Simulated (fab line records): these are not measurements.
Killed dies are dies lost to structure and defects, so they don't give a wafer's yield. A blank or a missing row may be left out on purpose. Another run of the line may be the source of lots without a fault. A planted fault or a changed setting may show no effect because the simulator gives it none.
A lot that was struck, set against a sound lot | flow nandHarc | 15 out of 1302 route steps
Sound: wafers L903.1, L903.3, L903.4. Struck: wafers L908.1, L908.5 (left out: L908.2, a lot-mate that was not struck); the cause follows at the end.
At each step with rows: each side's tool, then ch and its chambers, then its first start. Under that, the readings that differ: sound wafers | struck wafers | difference of the means | sigmas: that difference in standard deviations of wafers without a fault.
alike: words and numbers the same on both sides, and readings whose means are apart by under 2 such deviations; not compared: readings that were withheld, readings missing a value for some wafer, numbers with overlapping values and no deviation given by the record, and bounds like >300 which may hide the same value.
Wherever a step has rows on one side only, a row that says differs or no value, or a row with sigmas, the two part there. Numbers that have no deviation but don't overlap get no sigmas and don't part them. A reading that every wafer of one side lacks parts them only if that side has two wafers or more.

NHARC_A_DECK1_JOINT_ETCHBACK_00: etches the open film in HBr, target depth 30 nm, time 17.4 s.
  sound on rieSi-03 ch 0,2,3, day 15 14:25; struck on rieSi-02 ch 0,3, day 17 05:25
  alike: drypumpMotorCurrentA, oesProductAu, throttleValvePct
  not compared: rfHoursCounterH
then, 8 steps without rows for these wafers: NHARC_A_DECK1_JOINT_PRECLEAN_30 (cleans in SC1); NHARC_A_DECK1_JOINT_SRD_31; NHARC_A_DECK1_JOINT_CVD_34 (deposits SiNx, target thk 20 nm); NHARC_A_DECK1_JOINT_DEP_06 (deposits SiOx, target thk 80 nm); NHARC_A_DECK1_JOINT_CURE_26 (time 32 s); NHARC_A_DECK1_JOINT_ANNEAL_27 (time 3600 s); NHARC_A_DECK1_JOINT_ANNEAL_28 (time 1800 s); NHARC_A_DECK1_JOINT_ANNEAL_29 (time 1800 s).
NHARC_A_DECK1_JOINT_CMP_02: polishes SiOx.
  sound on cmp-02 ch 0,2,3, day 16 14:06; struck on cmp-03 ch 1, day 18 09:56
  alike: edgeZonePressureFrac, motorCurrentA
then, 1 step without rows for these wafers: NHARC_A_DECK1_JOINT_SRD_15.
NHARC_A_DECK1_JOINT_DEP_16: deposits SiO2, target thk 45 nm.
  sound on pecvd-04 ch 0,1,2, day 16 14:29; struck on pecvd-04 ch 0,2, day 18 10:20
  alike: heaterPowerW, throttleValvePct
NHARC_A_DECK1_JOINT_THK_MEAS_17: measures by ellipsometry.
  sound: filmMetro-01 at day 16 14:46; struck: filmMetro-02 at day 18 10:37
reading    | sound          | struck    | difference | sigmas
thkNm (nm) | 43.9 43.9 45.7 | 28.1 27.6 | -16.6      | -14
NHARC_A_DECK1_JOINT_INSPECT_05:
  sound: defectInspect-02 at day 16 14:48; struck: defectInspect-02 at day 18 10:38
  alike: rawDefectCount
-- break in the record here, with 12 days between the starts of the struck wafers on either side (left off in module A_DECK1_JOINT, picked up again in module END, where the first step shown is number 1302 on the route) --
NHARC_END_SORT_01:
  only the struck wafers appear in the record here, on prober-01 ch 0 at day 30 20:08; the sound ones have no rows

WHERE THEY PART
First at NHARC_A_DECK1_JOINT_THK_MEAS_17; last, within this record, at NHARC_END_SORT_01.

WHY: what had been put in by the simulator
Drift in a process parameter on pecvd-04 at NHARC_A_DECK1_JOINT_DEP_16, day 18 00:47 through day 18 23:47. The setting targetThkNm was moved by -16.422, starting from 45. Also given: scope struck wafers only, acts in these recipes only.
